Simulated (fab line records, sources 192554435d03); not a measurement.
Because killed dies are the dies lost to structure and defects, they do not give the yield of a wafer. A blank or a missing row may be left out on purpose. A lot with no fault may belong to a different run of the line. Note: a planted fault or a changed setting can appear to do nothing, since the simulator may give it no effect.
One fault seen from 2 desks :: flow n5_finfet :: each desk has only its own numbers; what lay behind them comes last

## FROM THE METROLOGY DESK
Lot by lot, what the gauges showed, no matter which tool ran the lot: averages of those sampled wafers that carry a number. If a lot's mean is further than 4 standard deviations from the usual mean, the lot is out of limits and carries the mark OUT (the distance appears in the brackets). Only the readings that lie furthest out on some lot appear, 7 of the 11 it has.
Columns: A = IOFF_N at N5_BEOL_M4_RC_MEAS_101, usual 0.164 nA/um; B = IOFF_P at N5_BEOL_M4_RC_MEAS_101, usual 0.214 nA/um; C = ION_N at N5_BEOL_M4_RC_MEAS_101, usual 675 uA/um; D = ION_P at N5_BEOL_M4_RC_MEAS_101, usual 463 uA/um; E = SS_N at N5_BEOL_M4_RC_MEAS_101, usual 71.5 mV/dec; F = VT_N at N5_BEOL_M4_RC_MEAS_101, usual 249.2 mV; G = VT_P at N5_BEOL_M4_RC_MEAS_101, usual -250.1 mV
lot: L550
first seen here: day 6 13:58
A: 0.148
B: 0.218
C: 669
D: 465
E: 71.3
F: 251.8
G: -248.3

lot: L551
first seen here: day 7 00:19
A: 0.166
B: 0.217
C: 682
D: 468
E: 71.5
F: 248.4
G: -249.9

lot: L552
first seen here: day 7 00:26
A: 0.133
B: 0.159
C: 661
D: 447
E: 71.4
F: 252.5
G: -255.2

lot: L553
first seen here: day 7 03:16
A: 0.151
B: 0.198
C: 673
D: 461
E: 70.9
F: 251.3
G: -251.4

lot: L558
first seen here: day 8 10:35
A: 0.185
B: 0.246
C: 678
D: 468
E: 71.9
F: 246.1
G: -247.9

lot: L560
first seen here: day 9 00:52
A: 0.173
B: 0.246
C: 689
D: 478
E: 72.3
F: 246.8
G: -247.1

lot: L566
first seen here: day 10 18:11
A: 0.225
B: 0.242
C: 699
D: 468
E: 71.8
F: 245.0
G: -248.2

lot: L567
first seen here: day 10 19:57
A: 0.173
B: 0.231
C: 677
D: 467
E: 72.1
F: 246.5
G: -248.3

lot: L570
first seen here: day 11 14:55
A: 0.154
B: 0.177
C: 674
D: 457
E: 71.5
F: 249.6
G: -253.8

lot: L571
first seen here: day 11 22:47
A: 0.151
B: 0.212
C: 665
D: 462
E: 71.7
F: 250.5
G: -250.1
This desk found nothing out of limits on any of the 10 lots.

## THE TOOL OWNER'S DESK: ald_metal-01
The tool's own readings at N5_BEOL_M1_ALD_84 (deposits TaN, pulse time 2 s, purge time 3 s, co reactant purge time 2 s): means of the sampled wafers that have a number, for each lot that ran on this tool. If a lot's mean is further than 4 standard deviations from the usual mean, the lot is out of limits and carries the mark OUT (the distance appears in the brackets).
Columns: A = heater_power_w at N5_BEOL_M1_ALD_84, usual 395 W
lot: L550
first seen here: day 6 14:17
A: 392

lot: L551
first seen here: day 7 00:54
A: 359

lot: L553
first seen here: day 7 03:47
A: 390

lot: L558
first seen here: day 8 11:12
A: 375

lot: L560
first seen here: day 9 01:44
A: 349
This desk found nothing out of limits on any of the 5 lots.

## TAKEN TOGETHER
Nothing out of limits was seen by the metrology desk.
The tool owner's desk saw nothing out of limits.

## WHAT WAS PUT IN BY THE SIMULATOR
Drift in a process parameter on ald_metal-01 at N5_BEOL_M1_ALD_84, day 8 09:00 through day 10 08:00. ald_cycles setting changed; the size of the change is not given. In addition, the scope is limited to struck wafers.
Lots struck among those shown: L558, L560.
